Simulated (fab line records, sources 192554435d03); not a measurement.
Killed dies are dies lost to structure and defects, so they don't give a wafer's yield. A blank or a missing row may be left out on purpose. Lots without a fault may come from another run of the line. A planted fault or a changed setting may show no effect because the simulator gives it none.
fab line records | flow n5_finfet | part 2 of 2: steps 15 to 24 of 24
record lots=5 wafers=15 last_day=17
route steps=1938 shown BEOL_M2@877
lots that met no fault: from a run of the same line without faults
start_h: hours from the record's first day to the start of the lot's first wafer shown | wait_h: hours since the lot's step before | " the same as in the row above | L1.1+2: a row that stands for several wafers | - no value, or no start given | * or withheld: withheld | < > ~ a bound
route shown NAME@n: a module of which the file shows steps, and the number in the route of the first | usual: mean/standard deviation of fault-free wafers | same: alike in all rows | chamber/n: place in a boat | sites: the reading at each site | _std_site: their standard deviation | _edge_site: outer sites' mean less inner sites' | radius_mm: how far each site lies from the wafer's centre | mask NAME#n: copy n | behind: the tool/chamber that last shaped the wafer | hold: why the lot was held/for how many hours/how that ended | device: the transistor (n, p or np) that didn't switch | end of line: the same wafers' tests at the end of the route | a step without rows: its recipe alone | killed: dies lost to structure and defects at the first sort, not the wafer's yield | map: a wafer's dies, x killed, . not, _ none there
set.NAME: the setting as run; set.NAME@STEP: as run at that earlier step | model.NAME: the simulator's own value behind a step, which no gauge read
lots at some steps of the route; a table a step, a row a wafer
services: from which hour (start_h, from the record's first day; less than 0 if before it) a tool's chamber was out of use, for how many hours, and why
## steps
# step N5_BEOL_M2_ETCH_41
# recipe chemistry=CH3F/O2 target=SiCN target_depth_a=299 taper_deg=2 time_s=52.5 ion_energy_ev=120 mask_material=TiN pressure_mtorr=30 source_w=395 bias_w=75 Ar_flow_sccm=150 CH3F_flow_sccm=30 O2_flow_sccm=20
# usual O2_flow_sccm=20.00/0.069 chamber_pressure_mTorr=30.000/0.025 drypump_motor_current_A=5.9/0.47 oes_product_au=0.77/0.097 rf_vpp_V=297.2/1.5 showerhead_plenum_p_Torr=2.00/0.059 throttle_valve_pct=16.29/0.26
# columns lot.wafer tool chamber start_h wait_h O2_flow_sccm chamber_pressure_mTorr drypump_motor_current_A oes_product_au rf_hours_counter_h rf_vpp_V showerhead_plenum_p_Torr throttle_valve_pct
L075.4 rie_diel-03 0 - - 19.97 29.964 5.4 0.73 177 298.6 2.00 16.40
L075.5 " 2 " " 19.97 30.029 6.0 0.72 - 297.6 2.07 16.82
L075.6 " 3 " " 20.04 30.000 5.5 0.92 - 297.0 1.97 16.29
L078.1 rie_diel-04 2 - - 20.06 29.993 6.4 0.70 204 296.3 1.97 16.56
L078.4 " 2 " " 20.06 29.986 6.4 0.70 - 296.9 1.97 16.55
L078.5 " 1 " " 20.07 29.989 6.1 0.70 - 298.6 2.05 16.14
L090.1 rie_diel-04 3 - - 20.07 30.008 6.1 0.78 139 295.4 1.93 16.14
L090.2 " 0 " " 20.04 30.051 6.6 0.68 221 298.2 2.06 16.16
L090.4 " 0 " " 20.06 30.036 6.6 0.68 - 299.2 2.06 16.17
L092.1 rie_diel-05 1 - - 20.02 30.067 5.0 0.69 219 297.1 1.98 16.22
L092.3 " 3 " " 19.84 30.007 6.2 0.67 254 297.3 2.05 16.22
L092.5 " 2 " " 20.00 29.995 5.9 0.98 - 298.7 2.12 16.05
L096.2 rie_diel-03 3 - - 19.96 30.000 5.6 0.84 79 296.5 1.96 16.41
L096.3 " 0 " " 19.96 30.021 5.4 0.69 227 298.2 1.98 16.49
L096.5 " 1 " " 20.02 30.003 6.6 0.82 - 296.7 1.94 16.07
# step N5_BEOL_M2_STRIP_97
# recipe chemistry=N2/H2 time_s=10 power_w=450 temp_c=40 pressure_mtorr=20 rf_frequency_hz=6e+07 bias_power_w=7 n2_flow_sccm=200 h2_flow_sccm=200
# usual chamber_pressure_mTorr=20.002/0.02 drypump_motor_current_A=5.9/0.47 oes_product_au=0.77/0.096 rf_vpp_V=59.3/0.86 showerhead_plenum_p_Torr=2.53/0.076 throttle_valve_pct=23.6/0.32
# columns lot.wafer tool chamber start_h wait_h chamber_pressure_mTorr drypump_motor_current_A oes_product_au rf_hours_counter_h rf_vpp_V showerhead_plenum_p_Torr throttle_valve_pct
L075.4 rie_diel-03 0 - - 20.023 5.3 0.73 177 59.2 2.51 23.6
L075.5 " 2 " " 19.993 6.0 0.73 - 58.7 2.62 24.3
L075.6 " 3 " " 19.988 5.5 0.92 - 58.7 2.50 23.6
L078.1 rie_diel-04 2 - - 20.008 6.3 0.71 204 58.0 2.52 23.9
L078.4 " 2 " " 20.005 6.4 0.71 - 59.0 2.52 23.9
L078.5 " 1 " " 19.991 6.1 0.70 - 60.1 2.62 23.3
L090.1 rie_diel-04 3 - - 20.010 6.1 0.78 139 59.4 2.44 23.5
L090.2 " 0 " " 20.029 6.6 0.69 221 59.7 2.61 23.4
L090.4 " 0 " " 20.057 6.6 0.68 - 59.7 2.61 23.4
L092.1 rie_diel-05 1 - - 20.018 5.0 0.70 219 59.4 2.51 23.5
L092.3 " 3 " " 20.040 6.2 0.69 254 59.8 2.59 23.3
L092.5 " 2 " " 19.999 5.9 0.98 - 60.7 2.72 23.7
L096.2 rie_diel-03 3 - - 20.041 5.5 0.84 79 59.3 2.48 23.7
L096.3 " 0 " " 19.987 5.4 0.69 227 58.0 2.49 23.6
L096.5 " 1 " " 19.980 6.6 0.83 - 60.0 2.47 23.4
# step N5_BEOL_M2_OCD_MEAS_38
# usual trench_depth_nm=55.5/1.3
# columns lot.wafer tool chamber start_h wait_h trench_depth_nm
L075.4 ocd-01 - 148.85 - 55.0
L075.5 " - " " 54.6
L075.6 " - " " 56.5
L078.1 ocd-02 - 157.34 - 55.0
L078.4 " - " " 54.1
L078.5 " - " " 56.6
L090.1 ocd-02 - 231.81 - 55.5
L090.2 " - " " 54.1
L090.4 " - " " 54.2
L092.1 ocd-02 - 246.70 - 53.6
L092.3 " - " " 54.1
L092.5 " - " " 56.2
L096.2 ocd-01 - 283.05 - 56.5
L096.3 " - " " 54.5
L096.5 " - " " 57.5
# step N5_BEOL_M2_HM_STRIP_39
# recipe chemistry=peroxide_tin_strip material=TiN target_depth_a=250 temp_c=50 time_s=158
# usual bath_guard_temp_C=50.0/0.6
# columns lot.wafer tool chamber start_h wait_h bath_guard_temp_C
L075.4 wet_bench-03 4 148.87 0.0 50.0
L075.5 " 3 " " 50.8
L075.6 " 7 " " 50.4
L078.1 wet_bench-03 3 157.37 0.0 50.7
L078.4 " 5 " " 50.0
L078.5 " 1 " " 51.0
L090.1 wet_bench-04 3 231.84 0.0 50.5
L090.2 " 5 " " 49.7
L090.4 " 0 " " 50.0
L092.1 wet_bench-05 4 246.73 0.0 49.1
L092.3 " 3 " " 50.2
L092.5 " 6 " " 49.0
L096.2 wet_bench-05 2 283.08 0.0 50.1
L096.3 " 5 " " 49.7
L096.5 " 7 " " 50.8
# step N5_BEOL_M2_SRD_40
# recipe time_s=30 temp_c=23 rinse_liquid=diw dry=ipa_marangoni
# columns lot.wafer tool chamber start_h wait_h
L075.4+5+6 wet_bench-03 4,3,7 148.92 0.0
L078.1+4+5 wet_bench-03 3,5,1 157.42 0.0
L090.1+2+4 wet_bench-04 3,5,0 231.89 0.0
L092.1+3+5 wet_bench-05 4,3,6 246.78 0.0
L096.2+3+5 wet_bench-05 2,5,7 283.13 0.0
# step N5_BEOL_M2_PRECLEAN_42
# recipe chemistry=residue_remover time_s=60 temp_c=40
# usual bath_guard_temp_C=40.0/0.59
# columns lot.wafer tool chamber start_h wait_h bath_guard_temp_C
L075.4 wet_bench-03 4 148.94 0.0 39.5
L075.5 " 3 " " 40.1
L075.6 " 7 " " 40.0
L078.1 wet_bench-03 3 157.44 0.0 40.3
L078.4 " 5 " " 40.5
L078.5 " 1 " " 41.1
L090.1 wet_bench-04 3 231.90 0.0 40.5
L090.2 " 5 " " 39.6
L090.4 " 0 " " 39.4
L092.1 wet_bench-05 4 246.80 0.0 38.7
L092.3 " 3 " " 40.6
L092.5 " 6 " " 39.2
L096.2 wet_bench-05 2 283.15 0.0 40.2
L096.3 " 5 " " 39.4
L096.5 " 7 " " 40.9
# step N5_BEOL_M2_SRD_43
# recipe time_s=30 temp_c=23 rinse_liquid=diw dry=ipa_marangoni
# columns lot.wafer tool chamber start_h wait_h
L075.4+5+6 wet_bench-03 4,3,7 148.95 0.0
L078.1+4+5 wet_bench-03 3,5,1 157.45 0.0
L090.1+2+4 wet_bench-04 3,5,0 231.92 0.0
L092.1+3+5 wet_bench-05 4,3,6 246.82 0.0
L096.2+3+5 wet_bench-05 2,5,7 283.16 0.0
# step N5_BEOL_M2_CD_MEAS_35
# recipe target_cd_nm=18 target_cd_y_nm=22.2 polarity=opening
# usual cd_nm=17.8/0.37
# columns lot.wafer tool chamber start_h wait_h cd_nm
L075.4 cd_sem-02 - 149.00 0.0 17.5
L075.5 " - " " 18.5
L075.6 " - " " 17.8
L078.1 cd_sem-01 - 157.49 0.0 17.5
L078.4 " - " " 17.7
L078.5 " - " " 17.4
L090.1 cd_sem-03 - 231.96 0.0 18.0
L090.2 " - " " 17.9
L090.4 " - " " 18.0
L092.1 cd_sem-01 - 246.86 0.0 17.7
L092.3 " - " " 18.5
L092.5 " - " " 18.1
L096.2 cd_sem-01 - 283.20 0.0 17.6
L096.3 " - " " 17.8
L096.5 " - " " 17.6
# step N5_BEOL_M2_DEGAS_44
# recipe ambient=vacuum temp_c=250 time_s=60
# usual heater_power_w=331/26
# columns lot.wafer tool chamber start_h wait_h heater_power_w
L075.4 pvd_sputter-02 - 149.43 0.4 319
L075.5 " - " " 355
L075.6 " - " " 304
L078.1 pvd_sputter-02 - 157.53 0.0 306
L078.4 " - " " 351
L078.5 " - " " 300
L090.1 pvd_sputter-01 - 232.12 0.2 306
L090.2 " - " " 319
L090.4 " - " " 325
L092.1 pvd_sputter-02 - 246.99 0.1 357
L092.3 " - " " 307
L092.5 " - " " 347
L096.2 pvd_sputter-03 - 283.51 0.3 361
L096.3 " - " " 302
L096.5 " - " " 353
# step N5_BEOL_M2_PRE_CLEAN_45
# recipe gas=H2/He time_s=30 temp_c=250
# usual heater_power_w=331/26
# columns lot.wafer tool chamber start_h wait_h heater_power_w
L075.4 pvd_sputter-02 - 149.47 0.0 310
L075.5 " - " " 354
L075.6 " - " " 301
L078.1 pvd_sputter-02 - 157.57 0.0 309
L078.4 " - " " 354
L078.5 " - " " 303
L090.1 pvd_sputter-01 - 232.16 0.0 315
L090.2 " - " " 322
L090.4 " - " " 338
L092.1 pvd_sputter-02 - 247.03 0.0 345
L092.3 " - " " 299
L092.5 " - " " 355
L096.2 pvd_sputter-03 - 283.55 0.0 374
L096.3 " - " " 306
L096.5 " - " " 346
## services
# columns tool chamber start_h hours kind
pvd_sputter-02 - 126.57 5.3 repair
rie_diel-04 0 137.60 42.6 repair
ald_sin-04 - 147.83 1.5 repair
rie_diel-05 - 172.74 15.6 pm
ald_sin-02 - 176.75 14.0 pm
ald_sin-04 - 218.74 0.8 pm
rie_diel-04 - 223.43 2.3 repair
ald_sin-02 1 224.96 5.9 repair
ald_sin-04 0 225.34 7.4 repair
rie_diel-04 1 231.41 - clean
rie_diel-04 1 231.41 - consumable_replace:focus_ring
rie_diel-04 1 231.41 34.0 scheduled_down
rie_diel-04 1 231.41 34.0 vent_cycle
pvd_sputter-03 - 235.09 39.9 repair
rie_diel-03 1 242.80 8.4 repair
ald_sin-02 1 249.29 7.5 repair
rie_diel-03 2 252.65 - clean
rie_diel-03 2 252.65 - consumable_replace:focus_ring
rie_diel-03 2 252.65 16.5 scheduled_down
rie_diel-03 2 252.65 16.5 vent_cycle
rie_diel-04 3 254.77 12.9 repair
ald_sin-04 - 268.25 14.0 pm
rie_diel-04 2 268.27 - clean
rie_diel-04 2 268.27 - consumable_replace:focus_ring
